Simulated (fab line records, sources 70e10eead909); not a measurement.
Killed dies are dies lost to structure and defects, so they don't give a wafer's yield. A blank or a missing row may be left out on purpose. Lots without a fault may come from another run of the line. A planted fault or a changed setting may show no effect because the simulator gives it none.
Problem report in the 8D (eight disciplines) form, filled by code | flow nand_harc | the parts of the form that need people (team, actions taken, sign-off) are left out

1. THE PROBLEM
run_length_s at NHARC_A_CHANNEL_HOLE_D1_ETCH_16 reads a mean of 595.7 s on 6 wafers of 2 lots; wafers without a fault read 827.1 s with a standard deviation of 0.55. That is -99 or more standard deviations from the usual mean.
The step: etches the open film in O2/COS, target depth 3100 nm, time 806 s.
First seen on wafer L101.1, day 12 06:10, on rie_diel-09. The record holds 42 wafers of 14 lots with a number at this step. Rule for "out", or "out of limits": more than 4 standard deviations from the usual mean. The other wafers with a number count as sound.

2. WHAT IT IS AND WHAT IT IS NOT
question                    | is                     | is not
which readings at this step | run_length_s           | oes_product_au, rf_vpp_V, showerhead_plenum_p_Torr
which lots                  | L101, L103             | L105, L106, L108, L986, L988, L989, L991, L992, L993, L994, L998, L999
which wafers of those lots  | all that have a number | -
read on which tools         | rie_diel-09            | rie_diel-01, rie_diel-07
when                        | from day 12 06:10      | up to then (27 sound wafers); but 9 sound wafers of L105, L106, L108 came after

3. SUSPECTS, AND WHAT RULES EACH OUT
Counting: a tool at a process step up to the reading stays a suspect if it ran every lot that is out and no sound lot after the first of them.
- rie_diel-09 at NHARC_A_CHANNEL_HOLE_D1_ETCH_16 (etches the open film in O2/COS, target depth 3100 nm, time 806 s): kept. It ran every lot that is out, first L101 (day 12 06:10), and no sound lot after that; its last sound lot up to then is L998 (day 11 10:40). Its own readings are out on those wafers: run_length_s.
Left after counting: rie_diel-09 at NHARC_A_CHANNEL_HOLE_D1_ETCH_16.

4. THE CAUSE (what the simulator had put in)
Process parameter drift: rie_diel-09, from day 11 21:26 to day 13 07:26, at NHARC_A_CHANNEL_HOLE_D1_ETCH_16. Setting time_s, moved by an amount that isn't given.
Counting left only this tool.

5. THE CHAIN OF EFFECTS, in route order
Each row: a reading whose mean over the struck wafers that have a number lies more than 3 standard deviations from the usual. Only readings for which the record gives a usual standard deviation are gone through. hours: the time from each lot's start at the first step in this table that gives one to its start at this step, as a median over the lots. sigmas: the change in usual standard deviations.
hours | step                            | reading      | usual   | on struck wafers | change | sigmas
0     | NHARC_A_CHANNEL_HOLE_D1_ETCH_16 | run_length_s | 827.1 s | 595.7            | -231.4 | -99 or more
The process steps in it:
- NHARC_A_CHANNEL_HOLE_D1_ETCH_16: etches the open film in O2/COS, target depth 3100 nm, time 806 s.

6. WHAT WOULD HAVE CAUGHT IT SOONER
In this record the first reading out of limits was taken at day 12 06:10, 9 hours after the fault began at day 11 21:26.
